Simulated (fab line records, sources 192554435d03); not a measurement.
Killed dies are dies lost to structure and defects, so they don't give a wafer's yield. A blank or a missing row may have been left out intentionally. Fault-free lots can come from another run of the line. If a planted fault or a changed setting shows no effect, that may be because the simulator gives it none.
Chamber matching -- flow n5 finfet -- 4 sister chambers for N5_BEOL_M6_ETCH_62 on rie diel-06
The step etches SOC in N2/H2, target depth 110 nm, overetch 22 nm, time 165 s. 16 wafers are shown with their chamber, then 8 later ones without.

== WAFERS WITH THEIR CHAMBER ==
wafer,chamber,drypump motor current A (A),throttle valve pct (%),showerhead plenum p Torr (Torr)
L074.2,1,4.9,17.86,2.47
L074.3,0,5.2,17.89,2.48
L074.4,3,6.7,17.72,2.49
L078.3,2,5.4,18.21,2.42
L078.5,0,5.2,17.88,2.47
L078.6,1,4.9,17.88,2.47
L081.1,0,5.2,17.92,2.47
L081.2,3,6.7,17.75,2.48
L081.3,2,5.3,18.22,2.41
L088.2,3,6.7,17.78,2.48
L088.5,3,6.7,17.78,2.48
L088.6,0,5.2,17.95,2.47
L089.2,3,6.7,17.77,2.47
L089.3,0,5.2,17.94,2.46
L089.6,3,6.7,17.77,2.47
L090.1,0,5.2,17.96,2.46

SIGNATURES (averages over the wafers above)
reading,chamber 0,chamber 1,chamber 2,chamber 3,scatter within a chamber
drypump motor current A,5.200,4.900,5.350,6.700,0.0204
throttle valve pct,17.9233,17.8700,18.2150,17.7617,0.0262
showerhead plenum p Torr,2.4683,2.4700,2.4150,2.4783,0.00717
Rule: distance of a wafer from a chamber = root of the sum over the readings of ((wafer's reading minus chamber's mean) / reading's scatter) squared. The wafer belongs to the nearest chamber; if the next one is less than 2 further off, it can't be placed. How the scatter is found: for the shown wafers, subtract from each reading the mean of its chamber, square and add these, divide the total by (wafers less chambers), then take the root.

== WAFERS MISSING THEIR CHAMBER ==
wafer,drypump motor current A (A),throttle valve pct (%),showerhead plenum p Torr (Torr)
L090.2,6.7,17.77,2.47
L090.3,4.8,17.91,2.46
L095.2,5.4,17.83,2.73
L095.3,6.7,17.80,2.47
L095.5,5.2,17.96,2.46
L094.1,5.2,17.97,2.46
L094.2,6.7,17.81,2.47
L094.5,6.7,17.82,2.47

== WHICH CHAMBER EACH WENT THROUGH ==
wafer,from the rows above,in truth
L090.2,3,3
L090.3,1,1
L095.2,0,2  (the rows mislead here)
L095.3,3,3
L095.5,0,0
L094.1,0,0
L094.2,3,3
L094.5,3,3
Placed correctly: 7 of 8. Left unplaced by these rows: 0. Number placed wrongly: 1.
